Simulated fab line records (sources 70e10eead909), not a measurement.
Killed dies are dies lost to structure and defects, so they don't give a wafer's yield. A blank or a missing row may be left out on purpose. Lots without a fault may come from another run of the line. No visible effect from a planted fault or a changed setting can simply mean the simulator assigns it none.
Comparing a struck lot with a sound one || flow nand harc || 22 steps out of a route of 1159
Sound: wafers L464.1, L464.4, L464.6. Wafers struck: L473.2, L473.4, L473.6. The cause comes at the end.
Per side, at each step with rows, come the tool, then ch with its chambers, and then its first start. Under that, the readings that differ: sound wafers || struck wafers || difference of the means || sigmas: that difference in standard deviations of wafers without a fault.
alike: words and numbers the same on both sides, and readings whose means are apart by under 2 such deviations; not compared: readings that were withheld, readings missing a value for some wafer, numbers with overlapping values and no deviation given by the record, and bounds like >300 which may hide the same value.
Wherever a step has rows on one side only, a row that says differs or no value, or a row with sigmas, the two part there. Numbers that have no deviation but don't overlap get no sigmas and don't part them. A reading missing from all wafers of one side parts the sides only when that side holds two or more wafers.

NHARC_A_BLC_CVD_24: deposits W, target thk 150 nm, time 434 s.
  sound: cvd w-02 ch 0,1; struck: cvd w-01 ch 0,1
  alike: heater power w, throttle valve pct
NHARC_A_BLC_CMP_25: polishes, t overpolish 30 s, target thk 150 nm.
  sound on cmp-03 ch 0,1, day 17 16:52; struck on cmp-03 ch 0,2, day 20 04:00
  alike: motor current A, overpolish run s, time to endpoint s
then, 1 step without rows for these wafers: NHARC_A_BLC_SRD_27.
NHARC_A_BLC_INSPECT_28:
  struck on defect inspect-01, day 20 04:24; sound on defect inspect-02, day 17 17:16
  alike: raw defect count
then, 7 steps without rows for these wafers: NHARC_A_M0_DEP_00 (deposits SiOC, target thk 150 nm); NHARC_A_M0_DEHYDRATE_01 (time 120 s); NHARC_A_M0_HMDS_02 (time 30 s); NHARC_A_M0_COAT_33 (time 65 s); NHARC_A_M0_COAT_03 (resist thk 90 nm); NHARC_A_M0_SOFTBAKE_04 (time 55 s); NHARC_A_M0_EBR_05.
NHARC_A_M0_EXPOSE_06: exposes mask A M0, target cd 80 nm.
  sound on arfi scanner-01 ch 0, day 17 18:02; struck on arfi scanner-03 ch 0, day 20 05:03
{"reading": "exposure dose mJ cm2", "sound": "83.32 83.30 83.42", "struck": "85.37 85.35 85.26", "difference": "+1.98", "sigmas": "+23"}
  alike: mask
then, 2 steps without rows for these wafers: NHARC_A_M0_PEB_07 (peb time 65 s); NHARC_A_M0_DEVELOP_08 (develop time 35 s).
NHARC_A_M0_CD_MEAS_09: the cd target is 80 nm.
  sound on cd sem-03 ch 0, day 17 18:10; struck on cd sem-03 ch 0, day 20 05:11
  alike: cd nm
NHARC_A_M0_OVL_MEAS_10: pitch 160 nm.
  struck on overlay-02, day 20 05:16; sound on overlay-01, day 17 18:15
{"reading": "overlay y nm (nm)", "sound": "1.5 1.6 0.8", "struck": "-1.2 -0.9 -0.7", "difference": -2.2, "sigmas": -2}
  alike: overlay x nm
NHARC_A_M0_INSPECT_11:
  struck on defect inspect-02, day 20 05:19; sound on defect inspect-02, day 17 18:17
  alike: raw defect count
NHARC_A_M0_DESCUM_14: chemistry O2, time 3 s.
  sound on rie diel-07 ch 0,1,2, day 17 18:22; struck on rie diel-04 ch 0,1,3, day 20 05:23
{"reading": "model.A_M0.cd nm (nm)", "sound": "80.17 80.09 79.75", "struck": "82.01 82.52 82.41", "difference": "+2.31", "sigmas": ""}
  alike: drypump motor current A, oes product au, rf vpp V, showerhead plenum p Torr, throttle valve pct
  not compared: rf hours counter h
NHARC_A_M0_ETCH_34: etches the open film in N2/H2, target depth 40 nm, overetch 12 nm, time 43.94 s.
  sound on rie diel-07 ch 1,2, day 17 18:26; struck on rie diel-04 ch 1,3, day 20 05:28
  alike: drypump motor current A, oes product au, rf vpp V, showerhead plenum p Torr, throttle valve pct
  not compared: rf hours counter h
NHARC_A_M0_ETCH_15: etches the open film in C4F8/Ar, target depth 150 nm, overetch 15 nm, time 82.5 s.
  sound: rie diel-07 ch 0,1,2; struck: rie diel-04 ch 1,3
{"reading": "model.A_M0.cd nm (nm)", "sound": "80.1 80.03 79.6", "struck": "81.13 82.07 81.64", "difference": "+1.70", "sigmas": ""}
  alike: oes product au, rf vpp V
  not compared: rf hours counter h
NHARC_A_M0_CD_MEAS_16:
  struck on cd sem-02, day 20 05:40; sound on cd sem-03, day 17 18:39
  alike: cd nm
NHARC_END_SORT_01:
  sound on prober-01 ch 0, day 19 23:36; struck on prober-02 ch 0, day 21 21:00
  alike: defect limited yield, killed at array, killed at other, killed at periphery, killed dies, killed open, killed short, sort_bin_2_pct, sort_bin_3_pct, sort_bin_4_pct, sort n pass, sort rim yield pct, sort yield pct

## WHERE THEY PART
First at NHARC_A_M0_EXPOSE_06; last, within this record, at NHARC_A_M0_OVL_MEAS_10. Later steps at which nothing parts them and some readings are alike: NHARC_A_M0_INSPECT_11, NHARC_A_M0_DESCUM_14, NHARC_A_M0_ETCH_34, NHARC_A_M0_ETCH_15, NHARC_A_M0_CD_MEAS_16, NHARC_END_SORT_01.

WHY: the cause the simulator had injected
Process parameters drifting: arfi scanner-03 at NHARC_A_M0_EXPOSE_06, beginning at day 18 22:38. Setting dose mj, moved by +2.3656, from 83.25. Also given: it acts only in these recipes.
